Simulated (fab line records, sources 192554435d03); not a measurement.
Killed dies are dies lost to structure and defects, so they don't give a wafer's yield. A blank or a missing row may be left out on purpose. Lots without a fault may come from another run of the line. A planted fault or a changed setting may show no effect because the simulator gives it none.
Problem report in the 8D (eight disciplines) form, filled by code | flow n5_finfet | the parts of the form that need people (team, actions taken, sign-off) are left out

1. THE PROBLEM
cathode_dc_power_W at N5_BEOL_M11_SPUTTER_48 reads a mean of 20221 W on 6 wafers of 2 lots; wafers without a fault read 26000 W with a standard deviation of 5.1. That is -99 or more standard deviations from the usual mean.
The step: material Cu, target thk 12 nm, time 2 s.
First seen on wafer L110.4, day 13 06:25, on pvd_sputter-01. The record holds 18 wafers of 6 lots with a number at this step. Rule for "out", or "out of limits": more than 4 standard deviations from the usual mean. The other wafers with a number count as sound.

2. WHAT IT IS AND WHAT IT IS NOT
question                    | is                     | is not
which readings at this step | cathode_dc_power_W     | chamber_pressure_pa, chuck_gas_flow_sccm, throttle_valve_pct
which lots                  | L110, L111             | L104, L119, L123, L124
which wafers of those lots  | all that have a number | -
read on which tools         | pvd_sputter-01         | pvd_sputter-02, pvd_sputter-03
when                        | from day 13 06:25      | up to then (3 sound wafers); but 9 sound wafers of L119, L123, L124 came after

3. SUSPECTS, AND WHAT RULES EACH OUT
Counting: a tool at a process step up to the reading stays a suspect if it ran every lot that is out and no sound lot after the first of them.
- uv_cure-02 at N5_BEOL_M11_CURE_72 (cures SiCOH lowk, time 120 s): kept. It ran every lot that is out, first L110 (day 13 05:03), and no sound lot after that.
- pvd_sputter-01 at N5_BEOL_M11_DEGAS_44 (time 60 s): ruled out as a lasting fault. Sound lots L119 ran on it after its first lot that is out, L110 (day 13 05:23).
- pvd_sputter-01 at N5_BEOL_M11_PRE_CLEAN_45 (time 30 s): ruled out as a lasting fault. Sound lots L119 ran on it after its first lot that is out, L110 (day 13 05:26).
- pvd_sputter-01 at N5_BEOL_M11_SURFACE_TREAT_76: kept. It ran every lot that is out, first L110 (day 13 06:10), and no sound lot after that.
- pvd_sputter-01 at N5_BEOL_M11_SPUTTER_48 (material Cu, target thk 12 nm, time 2 s): ruled out as a lasting fault. Sound lots L123 ran on it after its first lot that is out, L110 (day 13 06:25).
Left after counting: uv_cure-02 at N5_BEOL_M11_CURE_72, pvd_sputter-01 at N5_BEOL_M11_SURFACE_TREAT_76.

4. THE CAUSE (what the simulator had put in)
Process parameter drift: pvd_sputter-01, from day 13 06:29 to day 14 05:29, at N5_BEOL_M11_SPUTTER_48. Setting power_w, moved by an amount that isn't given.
Counting left 2 suspects, and this tool is among them.

5. THE CHAIN OF EFFECTS, in route order
Each row: a reading whose mean over the struck wafers that have a number lies more than 3 standard deviations from the usual. Only readings for which the record gives a usual standard deviation are gone through. hours: the time from each lot's start at the first step in this table that gives one to its start at this step, as a median over the lots. sigmas: the change in usual standard deviations.
hours | step                   | reading            | usual   | on struck wafers | change | sigmas
0     | N5_BEOL_M11_SPUTTER_48 | cathode_dc_power_W | 26000 W | 20221            | -5779  | -99 or more
The process steps in it:
- N5_BEOL_M11_SPUTTER_48: material Cu, target thk 12 nm, time 2 s.

6. WHAT WOULD HAVE CAUGHT IT SOONER
In this record the first reading out of limits was taken at day 13 06:25.
